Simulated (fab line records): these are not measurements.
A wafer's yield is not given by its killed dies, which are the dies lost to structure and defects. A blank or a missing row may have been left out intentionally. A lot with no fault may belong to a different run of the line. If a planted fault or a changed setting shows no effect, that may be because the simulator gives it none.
Comparing a struck lot with a sound one || flow n5-finfet || 22 out of 1938 route steps
Sound: these wafers, L365.1, L365.3, L365.5. Wafers struck: L354.3, L354.5, L354.6. At the end, the cause is stated.
For every step that has rows: the tool of each side, followed by ch and its chambers, followed by its first start. Under that, the readings that differ: sound wafers || struck wafers || difference of the means || sigmas: that difference in standard deviations of wafers without a fault.
alike: a reading whose means differ by less than 2 such deviations, as well as words and numbers matching on both sides. not compared: withheld readings; readings where some wafer has no value; bounds like >300 that might hide an equal value; numbers whose values overlap and for which the record gives no deviation.
A row with sigmas, a row that says differs or no value, or rows on one side alone: a step with any of these is where the two part. Non-overlapping numbers with no deviation appear without sigmas and do not part them. A reading that every wafer of one side lacks parts them only if that side has two wafers or more.

first, 8 steps without rows for these wafers: N5_BEOL_M0_PRE_CLEAN_131 (time 15 s); N5_BEOL_M0_CO_CAP_123 (material Co, precursor CCTBA/H2, target thk 2 nm, time 102.1 s); N5_BEOL_M0_PRE_CLEAN_124 (time 15 s); N5_BEOL_M0_DEP_125 (deposits SiCN from 3MS/NH3, target thk 8 nm, time 14 s); N5_BEOL_M1_ILD_DEP_00 (deposits SiOC from DEMS/O2, target thk 79 nm, time 15.3 s); N5_BEOL_M1_PECVD_72 (deposits SiO2 from TEOS/O2, target thk 16 nm, time 18 s); N5_BEOL_M1_HM_DEP_02 (deposits TiN, target thk 20 nm); N5_BEOL_M1_COAT_61 (time 60 s, resist thk 60 nm).
N5_BEOL_M1_COAT_62: time 60 s, resist thk 12 nm.
  sound on litho-track-04 ch 0, day 10 20:53; struck on litho-track-04 ch 0, day 8 02:17
{"reading": "spin-speed-rpm (rpm)", "sound": "1499.5 1499.9 1498.7", "struck": "1458.0 1457.2 1457.8", "difference": -41.7, "sigmas": -42}
  alike: resist-line-temp-C
then, 9 steps without rows for these wafers: N5_BEOL_M1_COAT_73 (time 60 s, resist thk 5 nm); N5_BEOL_M1_COAT_05 (resist thk 30 nm); N5_BEOL_M1_EBR_07; N5_BEOL_M1_SOFTBAKE_06 (time 60 s); N5_BEOL_M1_EXPOSE_08 (exposes mask M1); N5_BEOL_M1_PEB_09 (peb time 60 s); N5_BEOL_M1_DEVELOP_10 (develop time 30 s); N5_BEOL_M1_DESCUM_16 (chemistry O2, time 7 s); N5_BEOL_M1_ETCH_74 (etches underlayer in N2/H2, target depth 6.5 nm, time 5.2 s).
N5_BEOL_M1_ETCH_63: etches SiARC in CF4, target depth 15.6 nm, time 26 s.
  sound on rie-diel-03 ch 0,1,3, day 10 21:20; struck on rie-diel-01 ch 0,1,3, day 8 02:50
{"reading": "model.etch.depth-nm (nm)", "sound": "11.99 12 12.03", "struck": "12.23 12.26 12.23", "difference": "+0.23", "sigmas": ""}
  alike: cf4-flow-sccm, drypump-motor-current-A, etch-rf-on-time-s, oes-product-au, rf-fwd-power-W, rf-vpp-V, showerhead-plenum-p-Torr, throttle-valve-pct
  not compared: rf-hours-counter-h
then, 1 step without rows for these wafers: N5_BEOL_M1_ETCH_64 (etches SOC in N2/H2, target depth 75 nm, overetch 15 nm, time 112.5 s).
N5_BEOL_M4_RC_MEAS_101:
  sound on prober-01 ch 0, day 12 12:43; struck on prober-01 ch 0, day 9 20:51
  alike: DIBL_N, DIBL_P, IOFF_N, IOFF_P, ION_N, ION_P, SS_N, SS_P, VT_N, VT_P
-- record jumps: 5 days separate the struck wafers' starts on either side; left off in module BEOL_M4, taken up again in module PASSIVATION, whose first shown step is the route's number 1936 --
N5_PASSIVATION_PROBE_49:
  sound: prober-01 at day 17 01:44; struck: prober-02 at day 14 19:52
  alike: defect-limited-yield, killed_at_M0_to_M3, killed_at_M4_up, killed-at-contacts, killed-at-front-end, killed-at-other, killed-dies, killed-open, killed-short, sort_bin_5_function, sort_bin_6_memory, sort_bin_8_speed, sort-n-pass, sort-yield-pct

## WHERE THEY PART
Only at N5_BEOL_M1_COAT_62, within this record. Later steps at which nothing parts them and some readings are alike: N5_BEOL_M1_ETCH_63, N5_BEOL_M4_RC_MEAS_101, N5_PASSIVATION_PROBE_49.

WHY: what had been put in by the simulator
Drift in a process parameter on litho-track-04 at N5_BEOL_M1_COAT_62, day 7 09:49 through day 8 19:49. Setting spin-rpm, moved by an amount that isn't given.
